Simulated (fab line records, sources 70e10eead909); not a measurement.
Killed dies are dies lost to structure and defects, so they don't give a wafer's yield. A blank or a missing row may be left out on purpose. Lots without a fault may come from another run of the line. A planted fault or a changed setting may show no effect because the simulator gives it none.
Tool commonality check | flow nand_harc | 12 lots, 36 wafers sampled

WHY IT WAS OPENED
At NHARC_A_CONTACT_INSPECT_10 the reading raw_defect_count is flagged on 2 of 12 lots. Wafers without a fault read 74, standard deviation 39.
Rule: a lot is flagged when every wafer of it that has a number lies more than 4 standard deviations from that mean, or none has a number. The other lots count as sound.

lot  | measured     | on                | raw_defect_count, wafer by wafer | flag
L246 | day 23 10:19 | defect_inspect-01 | 53 42 47                         |
L248 | day 24 01:46 | defect_inspect-02 | 62 74 67                         |
L247 | day 24 02:42 | defect_inspect-01 | 88 105 111                       |
L250 | day 25 05:47 | defect_inspect-02 | 21 25 30                         |
L255 | day 26 23:29 | defect_inspect-02 | 607 568 604                      | FLAGGED
L258 | day 27 18:32 | defect_inspect-02 | 625 670 673                      | FLAGGED
L259 | day 28 04:16 | defect_inspect-02 | 19 29 33                         |
L262 | day 29 21:29 | defect_inspect-01 | 84 78 86                         |
L264 | day 30 09:03 | defect_inspect-01 | 83 84 74                         |
L266 | day 31 07:40 | defect_inspect-01 | 60 72 67                         |
L267 | day 31 17:43 | defect_inspect-02 | 22 27 29                         |
L268 | day 32 07:41 | defect_inspect-01 | 33 38 46                         |
The numbers of the flagged lots are 624 on average: +550 against the usual, or +14 standard deviations.

WHICH TOOL RAN EACH LOT
The record holds 2 process steps before the reading, out of a route of 1302 steps. In each cell: the tool, then ch and the chambers that the sampled wafers went through, then the start.
lot  | flag    | NHARC_A_CONTACT_DEP_84        | NHARC_A_CONTACT_DEP_85
L246 |         | acl_dep-01 ch 0, day 23 07:50 | pecvd-04 ch 0,2, day 23 09:37
L248 |         | acl_dep-02 ch 0, day 23 23:17 | pecvd-04 ch 0,1, day 24 01:02
L247 |         | acl_dep-03 ch 0, day 24 00:14 | pecvd-02 ch 0,1, day 24 02:01
L250 |         | acl_dep-01 ch 0, day 25 03:50 | pecvd-01 ch 0,1, day 25 05:01
L255 | FLAGGED | acl_dep-01 ch 0, day 26 21:11 | pecvd-01 ch 1,2, day 26 22:38
L258 | FLAGGED | acl_dep-01 ch 0, day 27 15:23 | pecvd-02 ch 1,2, day 27 17:42
L259 |         | acl_dep-02 ch 0, day 28 01:43 | pecvd-02 ch 0,1, day 28 03:26
L262 |         | acl_dep-03 ch 0, day 29 19:35 | pecvd-04 ch 0,1, day 29 20:49
L264 |         | acl_dep-03 ch 0, day 30 06:53 | pecvd-02 ch 0,1,2, day 30 08:22
L266 |         | acl_dep-02 ch 0, day 31 05:06 | pecvd-01 ch 1,2, day 31 06:51
L267 |         | acl_dep-03 ch 0, day 31 15:07 | pecvd-02 ch 1,2, day 31 16:52
L268 |         | acl_dep-02 ch 0, day 32 03:46 | pecvd-04 ch 0,1, day 32 05:13
What these steps do:
- NHARC_A_CONTACT_DEP_84: deposits aC, target thk 2800 nm.
- NHARC_A_CONTACT_DEP_85: deposits SiON, target thk 60 nm.
- NHARC_A_CONTACT_INSPECT_10

FLAGGED OVER TOTAL, TOOL BY TOOL (the gauges that took the reading come last)
step                       | tool              | lots run | flagged | share of the flagged lots | sound lots run after its first flagged lot
NHARC_A_CONTACT_DEP_84     | acl_dep-01        | 4        | 2       | all                       | 0
NHARC_A_CONTACT_DEP_84     | acl_dep-02        | 4        | 0       | none                      | -
NHARC_A_CONTACT_DEP_84     | acl_dep-03        | 4        | 0       | none                      | -
NHARC_A_CONTACT_DEP_85     | pecvd-01          | 3        | 1       | some                      | 1 (L266)
NHARC_A_CONTACT_DEP_85     | pecvd-02          | 5        | 1       | some                      | 3 (L259,L264,L267)
NHARC_A_CONTACT_DEP_85     | pecvd-04          | 4        | 0       | none                      | -
NHARC_A_CONTACT_INSPECT_10 | defect_inspect-01 | 6        | 0       | none                      | -
NHARC_A_CONTACT_INSPECT_10 | defect_inspect-02 | 6        | 2       | all                       | 2 (L259,L267)

WHAT THE TABLE ALLOWS
2 rows of the table ran every flagged lot: acl_dep-01 at NHARC_A_CONTACT_DEP_84, defect_inspect-02 at NHARC_A_CONTACT_INSPECT_10.
- acl_dep-01 at NHARC_A_CONTACT_DEP_84: 2 of its 4 lots flagged. Its last sound lot is L250 (day 25 03:50), its first flagged lot L255 (day 26 21:11): a fault that began between those two fits.
- defect_inspect-02 at NHARC_A_CONTACT_INSPECT_10: 2 of its 6 lots flagged. Sound lots ran on it after the first flagged one (L259, L267), which a lasting fault on the whole tool wouldn't allow.
One tool is left: acl_dep-01 at NHARC_A_CONTACT_DEP_84.

WHAT THE SIMULATOR HAD PUT IN
Chamber particle source: acl_dep-01, from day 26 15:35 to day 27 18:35, at NHARC_A_CONTACT_DEP_84. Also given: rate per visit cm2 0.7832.
Lots struck among those shown: L255, L258. The rule above found the same.
